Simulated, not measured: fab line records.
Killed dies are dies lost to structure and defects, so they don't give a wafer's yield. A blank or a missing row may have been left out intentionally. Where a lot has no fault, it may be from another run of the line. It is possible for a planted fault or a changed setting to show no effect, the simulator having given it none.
Split-lot experiment ; flow n5Finfet ; on a route of 1938 steps: 7 lots, 39 wafers read

## THE SPLIT ITSELF
At N5_FIN_SAQP_HM_DEP_03 (deposits SiNx from SiH4/NH3/N2, target thk 38 nm, time 33.6 s), the setting targetThkA was moved away from the recipe's 380 angstrom on 18 of the 39 wafers read, by -58.3% to +60.0%. All remaining wafers had this setting at the recipe value.

## FROM THE SPLIT TO THE READING: what the file shows between them, 4 steps
- N5_FIN_SAQP_THK_MEAS_05
- N5_FIN_SAQP_PECVD_47: deposits a-Si from SiH4/He, target thk 45 nm, time 36.3 s
- N5_FIN_SAQP_PECVD_48: deposits SiNx from SiH4/NH3/N2, target thk 25 nm, time 22.1 s
- N5_FIN_SAQP_MANDREL2_REMOVE_60: chemistry HBr/Cl2/O2, target a-Si, stops on SiNx, bt time 10 s

## THE READING
etch.depthNm (the simulator's own value, which no gauge read), in nm, at N5_FIN_SAQP_HM_OPEN_33 (chemistry CH3F/O2, target SiNx, target depth 49.4 nm, time 70.6 s). The file gives no usual value for it. Average 37.33 nm, standard deviation 0.38 nm, over the 21 wafers here run with the recipe.

wafer;tool, chamber at the split;targetThkA as run, angstrom;against the recipe;etch.depthNm, nm;against lot-mates on the recipe
L076.1;pecvd-03, 0;380;recipe;36.77;-
L076.2;pecvd-03, 2;460;+21.1%;44.71;+7.37
L076.3;pecvd-03, 1;380;recipe;37.38;-
L076.4;pecvd-03, 1;380;recipe;37.88;-
L076.5;pecvd-03, 0;460;+21.1%;45.19;+7.85
L076.6;pecvd-03, 2;460;+21.1%;46.02;+8.68
L080.1;pecvd-04, 2;380;recipe;36.86;-
L080.2;pecvd-04, 1;525.6;+38.3%;51.3;+14.04
L080.3;pecvd-04, 0;525.6;+38.3%;51.6;+14.34
L080.4;pecvd-04, 0;380;recipe;37.48;-
L080.5;pecvd-04, 2;525.6;+38.3%;52.07;+14.81
L080.6;pecvd-04, 1;380;recipe;37.44;-
L081.1;pecvd-03, 1;607.9;+60.0%;59.87;+22.30
L081.2;pecvd-03, 0;607.9;+60.0%;59.21;+21.64
L081.3;pecvd-03, 2;607.9;+60.0%;59.39;+21.82
L081.4;pecvd-03, 2,1;380;recipe;37.67;-
L081.5;pecvd-03, 0;380;recipe;37.46;-
L081.6;pecvd-03, 2,1;380;recipe;37.59;-
L085.1;pecvd-03, 0;380;recipe;36.66;-
L085.2;pecvd-03, 2;158.3;-58.3%;15.01;-22.05
L085.3;pecvd-03, 1;158.3;-58.3%;14.84;-22.22
L085.4;pecvd-03, 1;158.3;-58.3%;15.45;-21.61
L085.5;pecvd-03, 2;380;recipe;37.12;-
L085.6;pecvd-03, 0;380;recipe;37.39;-
L091.2;pecvd-03, 0;380;recipe;37.11;-
L091.3;pecvd-03, 0;380;recipe;38.14;-
L091.6;pecvd-03, 0;380;recipe;38.06;-
L093.1;pecvd-02, 1;285.7;-24.8%;27.04;-10.20
L093.2;pecvd-02, 2;380;recipe;37.26;-
L093.3;pecvd-02, 0;285.7;-24.8%;27.56;-9.68
L093.4;pecvd-02, 2;380;recipe;37.18;-
L093.5;pecvd-02, 0;380;recipe;37.28;-
L093.6;pecvd-02, 1;285.7;-24.8%;27.57;-9.67
L097.1;pecvd-02, 1;380;recipe;37.08;-
L097.2;pecvd-02, 2;380;recipe;37.03;-
L097.3;pecvd-02, 0;196.8;-48.2%;18.9;-18.15
L097.4;pecvd-02, 2;380;recipe;37.03;-
L097.5;pecvd-02, 0;196.8;-48.2%;19.29;-17.76
L097.6;pecvd-02, 1;196.8;-48.2%;19.01;-18.04
Rows listing several chambers each stand for several wafers; the file does not say which wafer went through which chamber.

FIT RESULTS
A straight line over all 39 wafers: etch.depthNm changes by +0.377 nm for each +1% of targetThkA; r = +1.00; the points scatter about the line by 0.41 nm.
The same after taking each lot's own level away (the mean of its wafers on the recipe; 39 wafers): +0.373 nm for each +1%; r = +1.00; scatter 0.38 nm.
Per that fit: largest targetThkA move, reading shift of 22 nm.
From 37.047 to 37.770 nm: that is the span of the lots' own levels, equal to 1.9 times the standard deviation above.
The two slopes agree, so the slope changes little with the lot-to-lot level.
Check: for one of the wafers moved furthest among these (+60.0%), held out of the fit, the line's prediction against its lot-mates is +22.3 nm. Against them it came out at +22.3 nm.

## THE WHOLE CHAIN: every reading that the file lists as answering this split, in the file's order
step;what it does;reading;change (the file's fit);r (the file's)
N5_FIN_SAQP_HM_DEP_03;deposits SiNx from SiH4/NH3/N2, target thk 38 nm, time 33.6 s;SiNx_of_FIN_SAQP_HM_DEP_03.thkNm (the simulator's own value, which no gauge read);+0.374 nm for each +1% of the setting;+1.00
N5_FIN_SAQP_THK_MEAS_05;;thkNm;withheld for each +1% of the setting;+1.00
N5_FIN_SAQP_HM_OPEN_33;chemistry CH3F/O2, target SiNx, target depth 49.4 nm, time 70.6 s;etchRfOnTimeS;withheld for each +1% of the setting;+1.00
N5_FIN_SAQP_HM_OPEN_33;chemistry CH3F/O2, target SiNx, target depth 49.4 nm, time 70.6 s;etch.depthNm (the simulator's own value, which no gauge read);+0.373 nm for each +1% of the setting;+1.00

## THE FILE'S OWN FIT
etch.depthNm changes by +0.373 nm for each +1% of targetThkA, r = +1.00.
